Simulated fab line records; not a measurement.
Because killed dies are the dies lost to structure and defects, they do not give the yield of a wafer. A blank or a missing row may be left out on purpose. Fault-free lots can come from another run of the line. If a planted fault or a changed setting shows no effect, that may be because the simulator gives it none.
A lot that was struck, set against a sound lot | flow n5 finfet | 25 steps out of a route of 1938
Sound: these wafers, L979.3, L979.4, L979.6. The struck wafers were L969.2, L969.4, L969.6. The cause is given at the end.
Order at every step that has rows: each side's tool, ch and its chambers, its first start. Under that, the readings that differ: sound wafers | struck wafers | difference of the means | sigmas: that difference in standard deviations of wafers without a fault.
alike: readings whose means differ by less than 2 such deviations, and words and numbers that are the same on both sides. not compared: withheld readings, readings that some wafer has no value for, bounds like >300 that may hide the same value, and numbers for which the record gives no deviation and whose values overlap.
Wherever a step has rows on one side only, a row that says differs or no value, or a row with sigmas, the two part there. Non-overlapping numbers with no deviation appear without sigmas and do not part them. A reading missing from all wafers of one side parts the sides only when that side holds two or more wafers.

first, 11 steps without rows for these wafers: N5_BEOL_M4_ETCH_74 (etches underlayer in N2/H2, target depth 6.5 nm, time 5.2 s); N5_BEOL_M4_ETCH_63 (etches SiARC in CF4, target depth 15.6 nm, time 26 s); N5_BEOL_M4_ETCH_64 (etches SOC in N2/H2, target depth 75 nm, overetch 22.5 nm, time 121.9 s); N5_BEOL_M4_STRIP_65 (strips in N2/H2); N5_BEOL_M4_STRIP_75 (strips in N2/H2); N5_BEOL_M4_STRIP_66 (strips in CF4); N5_BEOL_M4_HM_OPEN_17 (chemistry Cl2/BCl3, target TiN, target depth 20 nm, overetch 6 nm); N5_BEOL_M4_STRIP_19 (strips in O2); N5_BEOL_M4_COAT_67 (time 60 s, resist thk 60 nm); N5_BEOL_M4_COAT_68 (time 60 s, resist thk 12 nm); N5_BEOL_M4_COAT_76 (time 60 s, resist thk 5 nm).
N5_BEOL_M4_COAT_22: resist thk 30 nm.
  sound on litho track-05 ch 0, day 13 18:55; struck on litho track-04 ch 0, day 11 11:10
  reading                                      | sound                | struck               | difference | sigmas
  spin speed rpm (rpm)                         | 1499.2 1499.6 1500.4 | 1449.6 1449.7 1449.8 | -50.0      | -62
  model.CAR-EUV_of_BEOL_M4_COAT_22.thk nm (nm) | 29.8 29.8 30         | 30.6 30.6 30.6       | +0.7       |
then, 9 steps without rows for these wafers: N5_BEOL_M4_EBR_24; N5_BEOL_M4_SOFTBAKE_23 (time 60 s); N5_BEOL_M4_EXPOSE_25 (exposes mask V3, defocus 5 nm); N5_BEOL_M4_PEB_26 (peb time 60 s); N5_BEOL_M4_DEVELOP_27 (develop time 30 s); N5_BEOL_M4_DESCUM_33 (chemistry O2, time 7 s); N5_BEOL_M4_ETCH_77 (etches underlayer in N2/H2, target depth 6.5 nm, time 5.2 s); N5_BEOL_M4_ETCH_69 (etches SiARC in CF4, target depth 15.6 nm, time 26 s); N5_BEOL_M4_ALD_98 (deposits SiO2, target thk 2.5 nm, pulse time 1 s, co reactant pulse time 1 s).
N5_BEOL_M4_ETCHBACK_99: etches SiO2 in CHF3, target depth 5 nm, time 10.4 s.
  sound on rie diel-02 ch 0,2,3, day 14 02:08; struck on rie diel-02 ch 1,2, day 11 12:50
  reading                                      | sound          | struck         | difference | sigmas
  model.CAR-EUV_of_BEOL_M4_COAT_22.thk nm (nm) | 10.4 10.2 10.4 | 10.8 10.8 10.8 | +0.5       |
  alike: drypump motor current A, oes product au, rf vpp V, showerhead plenum p Torr, throttle valve pct
  not compared: rf hours counter h
then, 1 step without rows for these wafers: N5_BEOL_M4_ETCH_70 (etches SOC in N2/H2, target depth 80 nm, overetch 24 nm, time 130 s).
N5_BEOL_M4_RC_MEAS_101:
  sound on prober-02 ch 0, day 14 07:01; struck on prober-01 ch 0, day 11 18:34
  reading   | sound          | struck         | difference | sigmas
  VT_P (mV) | -263 -255 -258 | -252 -249 -251 | +8         | +2
  alike: DIBL_N, DIBL_P, IOFF_N, IOFF_P, ION_N, ION_P, SS_N, SS_P, VT_N
-- the record jumps here: 4 days lie between the struck wafers' starts before and after (it left off in module BEOL_M4 and takes up again in module PASSIVATION, whose first step shown is number 1936 of the route) --
N5_PASSIVATION_PROBE_49:
  record: rows for the struck wafers here (prober-01, day 15 15:56), none for the sound ones

== WHERE THEY PART ==
At N5_BEOL_M4_COAT_22 first; at N5_PASSIVATION_PROBE_49 last (within this record only).

WHY: the cause the simulator had injected
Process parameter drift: litho track-04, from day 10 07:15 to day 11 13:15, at N5_BEOL_M4_COAT_22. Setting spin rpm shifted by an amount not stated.
